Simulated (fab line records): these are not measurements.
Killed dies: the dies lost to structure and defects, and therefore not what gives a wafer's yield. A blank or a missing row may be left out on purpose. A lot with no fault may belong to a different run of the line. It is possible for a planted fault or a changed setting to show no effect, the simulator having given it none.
fab line records	flow n5-finfet
[record] lots = 6	wafers = 18	last-day = 20
route steps=1938 shown MOL_CONTACT_COAG@529 BEOL_M4@1111 PASSIVATION@1936
lots that met no fault: from a run of the same line without faults
start-h: hours from the record's opening day to when the first of the lot's shown wafers began	wait-h: hours from the lot's prior step to this one	" as in the row above	L1.1+2: a row that stands for several wafers	- either no value or no given start	* or withheld: withheld	< > ~ a bound
route shown NAME@n: names a module that has steps shown in the file, with the first one's number in the route	usual: the fault-free wafers' mean and standard deviation	same: alike in all rows	chamber/n: place in a boat	sites: per-site readings	_std_site: standard deviation across them	_edge_site: inner sites' mean taken away from outer sites' mean	radius-mm: how far each site lies from the wafer's centre	mask NAME#n: copy n	behind: the most recent tool/chamber to have shaped the wafer	hold: reason for holding the lot/hours on hold/outcome of the hold	device: whichever transistor did not switch (one of n, p or np)	end of line: tests of these same wafers at the route's end	where a step has no rows: the recipe by itself	killed: at the first sort, the dies lost to defects and structure; wafer yield is something else	map: a wafer's dies, marking killed ones x, the rest . and places with no die _
set.NAME: setting as actually run; set.NAME@STEP: the setting as run at that earlier step	model.NAME: the simulator's own value behind a step, which no gauge read
lots seen at some steps along the route; tables by step, rows by wafer
services: the hour from which a tool's chamber was out of use, counted from the record's first day as start-h (under 0 if before that day), plus the number of hours and why
[[steps]]
[step N5_MOL_CONTACT_COAG_DESCUM_13]
[recipe] chemistry = O2	time-s = 7	source-power-w = 50	bias-power-w = 20	pressure-mtorr = 20	rf-frequency-hz = 2.712e+07	temp-c = 40	resist = CAR-EUV	o2-flow-sccm = 225
[step N5_MOL_CONTACT_COAG_ETCH_59]
[recipe] chemistry = N2/H2	target = underlayer	target-depth-a = 130	mask-material = CAR-EUV	time-s = 10.4	ion-energy-ev = 200	pressure-mtorr = 30	source-w = 840	bias-w = 150	n2-flow-sccm = 200	h2-flow-sccm = 200	ends = cleared
[step N5_MOL_CONTACT_COAG_ETCH_105]
[recipe] chemistry = CF4	target = SiARC	target-depth-a = 156	mask-material = CAR-EUV	time-s = 26	ion-energy-ev = 80	pressure-mtorr = 40	source-w = 545	bias-w = 36	Ar_flow_sccm = 100	cf4-flow-sccm = 100	ends = cleared
[usual] drypump-motor-current-A = 5.8/0.56	etch-rf-on-time-s = 25.9/0.53	oes-product-au = 0.67/0.079	rf-vpp-V = 183.9/1.2	showerhead-plenum-p-Torr = 2.12/0.08	throttle-valve-pct = 15.51/0.23
lot.wafer	tool	chamber	start-h	wait-h	drypump-motor-current-A	etch-rf-on-time-s	oes-product-au	rf-hours-counter-h	rf-vpp-V	showerhead-plenum-p-Torr	throttle-valve-pct
L205.1	rie-diel-03	0	93.78	0.0	5.0	26.4	0.62	179	183.5	2.13	15.35
L205.2	"	1	"	"	6.3	25.3	0.80	21	183.8	2.09	15.69
L205.5	"	0	"	"	5.0	26.7	0.61	-	184.2	2.13	15.34
L209.1	rie-diel-03	1	118.13	0.0	6.3	25.1	0.78	30	184.1	2.09	15.68
L209.2	"	3	"	"	5.9	25.4	0.58	230	181.5	2.02	15.63
L209.3	"	0	"	"	5.0	26.4	0.61	190	184.6	2.12	15.37
L214.1	rie-diel-02	1	152.32	0.0	5.6	26.2	0.78	19	182.5	2.10	15.20
L214.4	"	2	"	"	6.5	25.9	0.67	138	182.3	2.04	15.46
L214.5	"	2	"	"	6.5	25.6	0.68	-	183.0	2.04	15.47
L215.2	rie-diel-02	2	154.78	0.0	6.5	26.0	0.67	139	184.0	2.04	15.46
L215.3	"	3	"	"	6.8	25.3	0.72	65	184.8	2.25	15.59
L215.6	"	0	"	"	5.3	26.6	0.74	-	184.2	2.28	15.59
L222.1	rie-diel-02	3	201.05	0.0	6.8	25.0	0.70	81	185.5	2.24	15.60
L222.3	"	2	"	"	6.4	25.7	0.65	156	182.5	2.04	15.49
L222.4	"	1	"	"	5.6	26.1	0.75	34	183.0	2.09	15.21
L224.2	rie-diel-05	2	212.52	0.0	5.9	25.8	0.70	84	183.8	2.15	15.19
L224.3	"	3	"	"	5.3	26.1	0.62	199	184.4	2.13	15.45
L224.5	"	2	"	"	5.9	25.9	0.70	-	184.0	2.15	15.20
[step N5_MOL_CONTACT_COAG_ETCH_106]
[recipe] chemistry = N2/H2	target = SOC	target-depth-a = 800	overetch-a = 160	mask-material = SiARC	temp-c = 40	time-s = 120	ion-energy-ev = 200	pressure-mtorr = 30	source-w = 840	bias-w = 150	n2-flow-sccm = 200	h2-flow-sccm = 200
[usual] drypump-motor-current-A = 5.8/0.56	oes-product-au = 0.70/0.08	rf-vpp-V = 523.5/2.9	showerhead-plenum-p-Torr = 2.53/0.099	throttle-valve-pct = 17.79/0.23
lot.wafer	tool	chamber	start-h	wait-h	drypump-motor-current-A	oes-product-au	rf-hours-counter-h	rf-vpp-V	showerhead-plenum-p-Torr	throttle-valve-pct
L205.1	rie-diel-03	0	93.81	0.0	5.0	0.65	179	524.8	2.52	17.58
L205.2	"	1	"	"	6.3	0.82	21	522.0	2.50	18.03
L205.5	"	0	"	"	5.0	0.65	-	524.0	2.52	17.58
L209.1	rie-diel-03	1	118.16	0.0	6.3	0.80	30	524.1	2.50	18.03
L209.2	"	3	"	"	5.9	0.60	230	520.7	2.41	17.97
L209.3	"	0	"	"	5.0	0.64	190	523.1	2.52	17.61
L214.1	rie-diel-02	1	152.35	0.0	5.6	0.82	19	522.3	2.50	17.56
L214.4	"	2	"	"	6.5	0.69	138	521.6	2.45	17.84
L214.5	"	2	"	"	6.5	0.69	-	522.0	2.45	17.85
L215.2	rie-diel-02	2	154.81	0.0	6.5	0.69	139	521.5	2.45	17.85
L215.3	"	3	"	"	6.8	0.73	65	528.9	2.70	17.99
L215.6	"	0	"	"	5.3	0.78	-	527.5	2.70	17.78
L222.1	rie-diel-02	3	201.08	0.0	6.8	0.71	81	528.4	2.69	18.03
L222.3	"	2	"	"	6.5	0.68	156	520.4	2.44	17.88
L222.4	"	1	"	"	5.7	0.80	34	521.6	2.50	17.57
L224.2	rie-diel-05	2	212.55	0.0	5.8	0.73	84	526.5	2.56	17.40
L224.3	"	3	"	"	5.3	0.65	199	525.2	2.54	17.84
L224.5	"	2	"	"	5.9	0.73	-	525.3	2.56	17.41
[step N5_MOL_CONTACT_COAG_STRIP_107]
[recipe] chemistry = N2/H2	temp-c = 40	n2-flow-sccm = 200	h2-flow-sccm = 200	rf-frequency-hz = 6e+07
[step N5_MOL_CONTACT_COAG_STRIP_108]
[recipe] chemistry = N2/H2	temp-c = 40	n2-flow-sccm = 200	h2-flow-sccm = 200	rf-frequency-hz = 6e+07
[step N5_MOL_CONTACT_COAG_CONTACT_ETCH_14]
[recipe] chemistry = C4F6/O2	target = SiO2	target-depth-a = 275	overetch-a = 85	mask-material = SOC	pressure-mtorr = 30	source-w = 370	bias-w = 185	Ar_flow_sccm = 300	C4F6_flow_sccm = 16	O2_flow_sccm = 10	time-s = 20	ion-energy-ev = 259.6
[usual] drypump-motor-current-A = 5.8/0.56	oes-product-au = 0.67/0.075	rf-vpp-V = 692/3.6	showerhead-plenum-p-Torr = 2.86/0.11	throttle-valve-pct = 21.17/0.27
lot.wafer	tool	chamber	start-h	wait-h	drypump-motor-current-A	oes-product-au	rf-hours-counter-h	rf-vpp-V	showerhead-plenum-p-Torr	throttle-valve-pct
L205.1	rie-diel-03	0	93.91	0.0	5.0	0.62	179	694	2.86	20.93
L205.2	"	1	"	"	6.3	0.78	21	691	2.81	21.40
L205.5	"	0	"	"	5.0	0.62	-	691	2.86	20.96
L209.1	rie-diel-03	1	118.26	0.0	6.3	0.76	30	691	2.81	21.42
L209.2	"	3	"	"	6.0	0.58	230	686	2.73	21.27
L209.3	"	0	"	"	5.0	0.62	190	693	2.86	20.96
L214.1	rie-diel-02	1	152.45	0.0	5.7	0.78	19	691	2.81	20.79
L214.4	"	2	"	"	6.5	0.66	138	688	2.75	21.11
L214.5	"	2	"	"	6.5	0.66	-	689	2.75	21.12
L215.2	rie-diel-02	2	154.91	0.0	6.5	0.66	139	689	2.75	21.11
L215.3	"	3	"	"	6.8	0.69	65	699	3.02	21.30
L215.6	"	0	"	"	5.3	0.74	-	700	3.08	21.45
L222.1	rie-diel-02	3	201.18	0.0	6.8	0.68	81	698	3.02	21.31
L222.3	"	2	"	"	6.4	0.65	156	689	2.74	21.14
L222.4	"	1	"	"	5.6	0.75	34	690	2.80	20.83
L224.2	rie-diel-05	2	212.65	0.0	5.8	0.69	84	694	2.88	20.80
L224.3	"	3	"	"	5.3	0.62	199	693	2.87	21.07
L224.5	"	2	"	"	5.9	0.69	-	695	2.88	20.79
[step N5_MOL_CONTACT_COAG_STRIP_109]
[recipe] chemistry = C4F6/O2	resist = SiARC	rf-frequency-hz = 6e+07
[step N5_MOL_CONTACT_COAG_ETCH_15]
[recipe] chemistry = CH3F/O2	target = SiNx	target-depth-a = 70	mask-material = SOC	stop-on = Si:P	over-etch-frac = 0.75	ion-energy-ev = 120	pressure-mtorr = 30	source-w = 395	bias-w = 73	Ar_flow_sccm = 150	CH3F_flow_sccm = 30	O2_flow_sccm = 20
[usual] drypump-motor-current-A = 5.8/0.56	oes-product-au = 0.58/0.065	rf-vpp-V = 298/6.7	showerhead-plenum-p-Torr = 1.99/0.08	throttle-valve-pct = 16.26/0.24
lot.wafer	tool	chamber	start-h	wait-h	drypump-motor-current-A	oes-product-au	rf-hours-counter-h	rf-vpp-V	showerhead-plenum-p-Torr	throttle-valve-pct
L205.1	rie-diel-03	0	93.94	0.0	5.0	0.54	179	314	1.99	16.06
L205.2	"	1	"	"	6.3	0.67	21	291	1.95	16.39
L205.5	"	0	"	"	5.0	0.54	-	313	1.99	16.06
L209.1	rie-diel-03	1	118.30	0.0	6.3	0.66	30	292	1.95	16.42
L209.2	"	3	"	"	6.0	0.50	230	301	1.89	16.40
L209.3	"	0	"	"	5.0	0.52	190	313	1.98	16.08
L214.1	rie-diel-02	1	152.49	0.0	5.6	0.67	19	292	1.95	15.88
L214.4	"	2	"	"	6.5	0.57	138	306	1.91	16.23
L214.5	"	2	"	"	6.5	0.57	-	304	1.91	16.22
L215.2	rie-diel-02	2	154.95	0.0	6.5	0.57	139	306	1.91	16.22
L215.3	"	3	"	"	6.8	0.59	65	298	2.11	16.35
L215.6	"	0	"	"	5.3	0.64	-	301	2.14	16.40
L222.1	rie-diel-02	3	201.21	0.0	6.8	0.58	81	297	2.10	16.38
L222.3	"	2	"	"	6.5	0.55	156	304	1.90	16.27
L222.4	"	1	"	"	5.6	0.65	34	293	1.95	15.91
L224.2	rie-diel-05	2	212.69	0.0	5.8	0.60	84	295	2.01	15.94
L224.3	"	3	"	"	5.3	0.53	199	291	1.99	16.18
L224.5	"	2	"	"	5.8	0.60	-	296	2.01	15.94
[step N5_MOL_CONTACT_COAG_ETCH_110]
[recipe] chemistry = CF4/O2	target = Si	target-depth-a = 25	time-s = 8	pressure-mtorr = 100	source-w = 200	bias-w = 12	ion-energy-ev = 60	Ar_flow_sccm = 100	cf4-flow-sccm = 100	O2_flow_sccm = 10
[step N5_MOL_CONTACT_COAG_STRIP_98]
[recipe] chemistry = N2/H2	power-w = 500	temp-c = 40	pressure-mtorr = 50	rf-frequency-hz = 6e+07	overash-fraction = 0.3	bias-power-w = 8	h2-frac = 0.5	n2-flow-sccm = 300	h2-flow-sccm = 300
[usual] drypump-motor-current-A = 5.8/0.56	oes-product-au = 0.79/0.093	rf-vpp-V = 54.3/1.6	showerhead-plenum-p-Torr = 3.35/0.13	throttle-valve-pct = 18.9/0.32
[same] overash-fraction = 0.3
lot.wafer	tool	chamber	start-h	wait-h	drypump-motor-current-A	oes-product-au	rf-hours-counter-h	rf-vpp-V	showerhead-plenum-p-Torr	throttle-valve-pct
L205.1	rie-diel-03	0	94.05	0.0	5.0	0.73	179	54.1	3.33	18.9
L205.2	"	1	"	"	6.3	0.92	21	53.7	3.31	19.1
L205.5	"	0	"	"	5.0	0.72	-	54.3	3.33	18.9
L209.1	rie-diel-03	1	118.41	0.0	6.3	0.92	30	54.6	3.30	19.1
L209.2	"	3	"	"	5.9	0.67	230	53.9	3.19	19.2
L209.3	"	0	"	"	5.0	0.72	190	54.2	3.33	18.9
L214.1	rie-diel-02	1	152.60	0.0	5.7	0.93	19	55.9	3.31	18.8
L214.4	"	2	"	"	6.5	0.77	138	53.5	3.24	18.9
L214.5	"	2	"	"	6.5	0.78	-	55.4	3.24	18.9
L215.2	rie-diel-02	2	155.06	0.0	6.5	0.78	139	56.4	3.24	18.9
L215.3	"	3	"	"	6.9	0.81	65	55.0	3.56	19.3
L215.6	"	0	"	"	5.3	0.86	-	55.6	3.56	18.8
L222.1	rie-diel-02	3	201.32	0.0	6.8	0.79	81	54.4	3.55	19.3
L222.3	"	2	"	"	6.5	0.78	156	52.3	3.23	18.9
L222.4	"	1	"	"	5.6	0.90	34	53.7	3.30	18.8
L224.2	rie-diel-05	2	212.80	0.0	5.8	0.83	84	56.2	3.38	18.3
L224.3	"	3	"	"	5.3	0.71	199	54.2	3.36	19.1
L224.5	"	2	"	"	5.8	0.82	-	55.7	3.38	18.3
[step N5_MOL_CONTACT_COAG_CD_MEAS_99]
[recipe] target-cd-nm = 17.2	polarity = opening
[usual] cd-nm = 17.2/0.37
lot.wafer	tool	chamber	start-h	wait-h	cd-nm
L205.1	cd-sem-02	-	94.13	-	16.8
L205.2	"	-	"	"	17.7
L205.5	"	-	"	"	16.9
L209.1	cd-sem-01	-	118.48	-	17.6
L209.2	"	-	"	"	17.6
L209.3	"	-	"	"	16.8
L214.1	cd-sem-03	-	152.67	-	16.8
L214.4	"	-	"	"	16.3
L214.5	"	-	"	"	16.5
L215.2	cd-sem-03	-	155.13	-	16.3
L215.3	"	-	"	"	17.4
L215.6	"	-	"	"	17.1
L222.1	cd-sem-01	-	201.40	-	18.0
L222.3	"	-	"	"	17.3
L222.4	"	-	"	"	17.4
L224.2	cd-sem-03	-	212.87	-	16.5
L224.3	"	-	"	"	17.2
L224.5	"	-	"	"	17.5
[step N5_MOL_CONTACT_COAG_IMPLANT_129]
[recipe] species = Ge	energy-kev = 3	dose-cm2 = 6e+14	tilt-deg = 0	rotation-deg = 0
[usual] beam-on-s = 46.0/1.4	dose-ions-cm2 = 5.999e+14/6.9e+11
lot.wafer	tool	chamber	start-h	wait-h	beam-on-s	dose-ions-cm2
L205.1	implanter-01	0	94.16	0.0	45.0	6.003e+14
L205.2	"	0	"	"	45.8	5.998e+14
L205.5	"	0	"	"	44.5	5.984e+14
L209.1	implanter-01	0	118.51	0.0	44.2	6.001e+14
L209.2	"	0	"	"	44.9	5.999e+14
L209.3	"	0	"	"	44.8	5.999e+14
L214.1	implanter-01	0	152.71	0.0	73.9	9.624e+14
L214.4	"	0	"	"	71.1	9.64e+14
L214.5	"	0	"	"	75.5	9.633e+14
L215.2	implanter-01	0	155.19	0.1	73.4	9.645e+14
L215.3	"	0	"	"	69.9	9.631e+14
L215.6	"	0	"	"	73.7	9.632e+14
L222.1	implanter-02	0	201.43	0.0	48.8	5.986e+14
L222.3	"	0	"	"	48.5	6.001e+14
L222.4	"	0	"	"	47.4	5.988e+14
L224.2	implanter-02	0	212.93	0.1	46.5	5.997e+14
L224.3	"	0	"	"	46.5	6.012e+14
L224.5	"	0	"	"	48.3	6.005e+14
[step N5_MOL_CONTACT_COAG_PRECLEAN_111]
[recipe] chemistry = NF3:NH3	afs-cycles = 1	temp-c = 30	time-s = 20	sublimation-temp-c = 180	sublimation-time-s = 60	pressure-torr = 3	rf-power-w = 30
[step N5_BEOL_M4_RC_MEAS_101]
[usual] DIBL_N = 37.0/1.6	DIBL_P = 37.0/2.1	IOFF_N = 0.17/0.032	IOFF_P = 0.22/0.043	ION_N = 679/13	ION_P = 465/9.5	SS_N = 71.7/0.59	SS_P = 73.6/0.64	VT_N = 249/3.2	VT_P = -249/4.1
lot.wafer	tool	chamber	start-h	wait-h	DIBL_N[mV/V]	DIBL_P[mV/V]	IOFF_N[nA/um]	IOFF_P[nA/um]	ION_N[uA/um]	ION_P[uA/um]	SS_N[mV/dec]	SS_P[mV/dec]	VT_N[mV]	VT_P[mV]
L205.1	prober-01	0	229.59	0.0	38.7	40.1	0.21	0.27	687	466	72.3	74.4	246	-250
L205.2	"	0	"	"	36.7	37.1	0.17	0.22	680	462	71.7	73.4	248	-248
L205.5	"	0	"	"	37.5	37.5	0.18	0.23	694	471	71.5	73.1	247	-250
L209.1	prober-01	0	258.65	0.0	37.2	36.1	0.17	0.20	688	463	71.7	73.4	249	-250
L209.2	"	0	"	"	38.5	36.6	0.20	0.21	675	455	72.7	73.7	248	-248
L209.3	"	0	"	"	37.8	37.9	0.18	0.22	691	467	71.5	73.6	246	-250
L214.1	prober-01	0	289.07	0.0	39.7	42.0	0.23	0.27	693	471	72.8	74.5	243	-249
L214.4	"	0	"	"	34.7	36.4	0.13	0.18	656	456	70.1	73.0	250	-253
L214.5	"	0	"	"	38.4	39.7	0.19	0.23	676	462	71.6	74.8	248	-252
L215.2	prober-01	0	319.94	0.2	35.0	36.7	0.13	0.21	660	463	71.3	73.5	252	-248
L215.3	"	0	"	"	38.8	40.2	0.21	0.29	696	479	71.8	74.4	247	-243
L215.6	"	0	"	"	39.3	39.8	0.21	0.28	681	464	73.1	75.2	249	-248
L222.1	prober-02	0	363.65	0.0	36.2	35.1	0.15	0.20	665	454	71.8	73.1	253	-255
L222.3	"	0	"	"	33.1	30.6	0.10	0.14	649	451	70.4	72.3	254	-259
L222.4	"	0	"	"	35.2	34.6	0.13	0.19	668	459	70.9	73.0	252	-254
L224.2	prober-01	0	368.06	0.2	37.4	37.4	0.17	0.23	680	463	72.0	73.3	249	-249
L224.3	"	0	"	"	34.9	35.9	0.15	0.20	690	465	70.8	73.0	249	-253
L224.5	"	0	"	"	36.4	36.4	0.17	0.21	680	466	71.1	73.7	247	-253
[step N5_PASSIVATION_PROBE_49]
[usual] defect-limited-yield = 91.2/1.6	killed_at_M0_to_M3 = 33/11	killed_at_M4_up = 14/5	killed-at-contacts = 12/5.8	killed-at-front-end = 41/12	killed-at-other = 3.5/2.9	killed-dies = 104/19	killed-open = 68/14	killed-short = 34/8.8	sort_bin_5_function = 5.2/1.1	sort_bin_6_memory = 3.2/0.71	sort-n-pass = 1076/19	sort-yield-pct = 91.2/1.6
[same] gross-dies = 1180	killed-at-back-side = 0	sort_bin_4_leakage[%] = 0	sort_bin_8_speed[%] = 0
lot.wafer	tool	chamber	start-h	wait-h	defect-limited-yield[%]	killed_at_M0_to_M3	killed_at_M4_up	killed-at-contacts	killed-at-front-end	killed-at-other	killed-dies	killed-open	killed-short	sort_bin_5_function[%]	sort_bin_6_memory[%]	sort-n-pass	sort-yield-pct[%]
L214.1	prober-02	-	391.28	0.0	89.9	27	18	7	65	2	119	81	38	5.4	4.4	1061	89.9
L214.4	prober-02	-	391.43	0.2	93.0	18	19	13	31	2	83	56	22	4.1	2.4	1097	93.0
L214.5	prober-02	-	391.48	0.2	91.2	31	11	8	45	9	104	66	38	5.4	3.1	1076	91.2
// killed by level:class
L214.1 FIN_SAQP:geometric-particle:open=17 FIN_SAQP:geometric-particle:short=12 BEOL_M4:geometric-particle:open=9 STI_FIN_REVEAL:geometric-particle:open=8 BEOL_M0:geometric-particle:open=7 GATE_CUT:geometric-particle:open=6 GATE_CUT:geometric-particle:short=6 MOL_CONTACT_COAG:geometric-particle:open=6
L214.4 MOL_CONTACT_COAG:geometric-particle:open=11 BEOL_M4:geometric-particle:open=11 FIN_SAQP:geometric-particle:open=5 FIN_SAQP:geometric-particle:short=5 STI_FIN_REVEAL:geometric-particle:open=5 GATE_CUT:geometric-particle:open=5 BEOL_M5:geometric-particle:open=5 BEOL_M0_SAQP:geometric-particle:short=4
L214.5 STI_FIN_REVEAL:geometric-particle:open=14 FIN_SAQP:geometric-particle:open=10 BEOL_M0_SAQP:geometric-particle:open=9 FIN_SAQP:geometric-particle:short=7 MOL_CONTACT_COAG:geometric-particle:open=7 BEOL_M0_SAQP:geometric-particle:short=6 BEOL_M2:geometric-particle:open=5 GATE_CUT:geometric-particle:short=4
[[services]]
tool	chamber	start-h	hours	kind
rie-diel-02	1	80.63	-	clean
rie-diel-02	1	80.63	-	consumable-replace:focus-ring
rie-diel-02	1	80.63	17.0	scheduled-down
rie-diel-02	1	80.63	17.0	vent-cycle
rie-diel-03	2	92.46	1.3	repair
implanter-01	-	122.28	4.1	pm
implanter-02	-	137.66	25.5	pm
rie-diel-03	-	145.13	5.1	repair
rie-diel-05	-	153.20	0.2	repair
rie-diel-03	2	155.59	-	clean
rie-diel-03	2	155.59	-	consumable-replace:focus-ring
rie-diel-03	2	155.59	-	consumable-replace:showerhead
rie-diel-03	2	155.59	19.7	scheduled-down
rie-diel-03	2	155.59	19.7	vent-cycle
implanter-02	-	163.19	2.2	pm
rie-diel-02	1	172.00	5.8	repair
rie-diel-03	3	172.89	20.0	repair
rie-diel-05	0	200.20	-	clean
rie-diel-05	0	200.20	-	consumable-replace:focus-ring
rie-diel-05	0	200.20	-	consumable-replace:showerhead
rie-diel-05	0	200.20	24.7	scheduled-down
rie-diel-05	0	200.20	24.7	vent-cycle
implanter-02	-	204.52	1.7	repair
[[key]]
[first-sign] step = N5_MOL_CONTACT_COAG_IMPLANT_129	reading = dose-ions-cm2	direction = up	sigmas = 99+	usual = 5.999e+14	struck = 9.634e+14
[effect] step = N5_MOL_CONTACT_COAG_IMPLANT_129	reading = beam-on-s	direction = up	sigmas = 19	usual = 46.0	struck = 72.9
met-at N5_MOL_CONTACT_COAG_IMPLANT_129
struck-wafers L214.1,L214.4,L214.5,L215.2,L215.3,L215.6
onset-between 118.51 152.71
[fault] kind = process-parameter-drift	tool = implanter-01	chamber = -	onset-h = 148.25	steps = N5_MOL_CONTACT_COAG_IMPLANT_129	channel = dose-cm2	offset = 3.6369e+14	shape = step	end-h = 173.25	acts-in = these-recipes-only	stated = 6e+14
